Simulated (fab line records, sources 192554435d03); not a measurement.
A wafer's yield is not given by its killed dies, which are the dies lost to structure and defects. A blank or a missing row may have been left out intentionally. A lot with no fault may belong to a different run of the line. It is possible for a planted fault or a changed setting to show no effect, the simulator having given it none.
Problem report in the 8D (eight disciplines) form, filled by code / flow n5 finfet / the parts of the form that need people (team, actions taken, sign-off) are left out

== 1. PROBLEM STATEMENT ==
raw defect count at N5_BEOL_M1_INSPECT_30 reads a mean of 1069 on 6 wafers of 2 lots; wafers without a fault read 397 with a standard deviation of 86. Relative to the usual mean, that is a shift of +7.8 standard deviations.
The step: inspects for defects (brightfield).
First seen on wafer L291.1, day 9 01:30, on defect inspect-01. The record has a number at this step for 27 wafers belonging to 9 lots. Rule for "out" (also "out of limits"): further than 4 standard deviations from the usual mean. Any other wafer with a number is counted as sound.

== 2. WHAT THIS IS AND IS NOT ==
question=which readings at this step | is=raw defect count | is not=-
question=which lots | is=L291, L296 | is not=L282, L284, L287, L300, L301, L303, L304
question=which wafers of those lots | is=all that have a number | is not=-
question=read on which gauges | is=defect inspect-01, defect inspect-02 | is not=-
question=when | is=from day 9 01:30 | is not=up to then (9 sound wafers); but 12 sound wafers of L300, L301, L303, L304 came after

== 3. WHAT RULES OUT EACH SUSPECT ==
Counting: a tool stays on the suspect list if, at a process step up to the reading, it processed all lots that are out and no sound lot following the first of them.
- the gauge at N5_BEOL_M1_INSPECT_30 is ruled out. 2 gauges (defect inspect-01, defect inspect-02) read the wafers that are out.
- rie diel-02 at N5_BEOL_M1_ETCH_74 (etches underlayer in N2/H2, target depth 6.5 nm, time 5.2 s): ruled out as a lasting fault. Following L291 (day 9 00:41), the first lot on it that is out, the sound lots L303 were run on it.
Left after counting: nothing in the record.

== 4. THE CAUSE (what the simulator had put in) ==
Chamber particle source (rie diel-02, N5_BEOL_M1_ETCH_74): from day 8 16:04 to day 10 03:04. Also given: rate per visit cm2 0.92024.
It was ruled out by counting, in error; the rule expects a fault to strike all lots run on its tool from its start on, and this fault did not.

== 5. SEQUENCE OF EFFECTS, ordered by route ==
One row per reading whose mean, taken over the struck wafers that have a number, lies over 3 standard deviations from the usual. Scope: only readings with a usual standard deviation given in the record; hours: median across lots of the time from each lot's start at the first step in this table that gives one to its start at this step; sigmas: change in usual standard deviations.
hours=0; step=N5_BEOL_M1_INSPECT_30; reading=raw defect count; usual=397; on struck wafers=1069; change=+672; sigmas=+7.8
hours=130; step=N5_PASSIVATION_PROBE_49; reading=defect limited yield; usual=91.1 %; on struck wafers=82.4; change=-8.7; sigmas=-6.7
hours=130; step=N5_PASSIVATION_PROBE_49; reading=killed_at_M0_to_M3; usual=35; on struck wafers=142; change=+107; sigmas=+9.8
hours=130; step=N5_PASSIVATION_PROBE_49; reading=killed dies; usual=106; on struck wafers=208; change=+102; sigmas=+6.8
hours=130; step=N5_PASSIVATION_PROBE_49; reading=killed on rim; usual=14; on struck wafers=27; change=+13; sigmas=+3.5
hours=130; step=N5_PASSIVATION_PROBE_49; reading=sort_bin_5_function; usual=5.2 %; on struck wafers=11.3; change=+6.1; sigmas=+7.1
hours=130; step=N5_PASSIVATION_PROBE_49; reading=sort n pass; usual=1074; on struck wafers=972; change=-102; sigmas=-6.8
hours=130; step=N5_PASSIVATION_PROBE_49; reading=sort yield pct; usual=91.0 %; on struck wafers=82.4; change=-8.6; sigmas=-6.6
The process steps in it:
- N5_PASSIVATION_PROBE_49
Later measuring or inspecting steps at which every struck wafer that the step has a row for has a number for every such reading, and none has moved that far: N5_BEOL_M4_RC_MEAS_101.

== 6. WHAT WOULD HAVE CAUGHT IT SOONER ==
Counted from the fault's start at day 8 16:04, it took 9 hours until the first out-of-limits reading at a measuring or inspecting step in this record, taken at day 9 01:30.
No tool reading at N5_BEOL_M1_ETCH_74 that has a usual standard deviation in the record was out on any struck wafer, so an alarm limit of 4 standard deviations on those readings would not have fired.
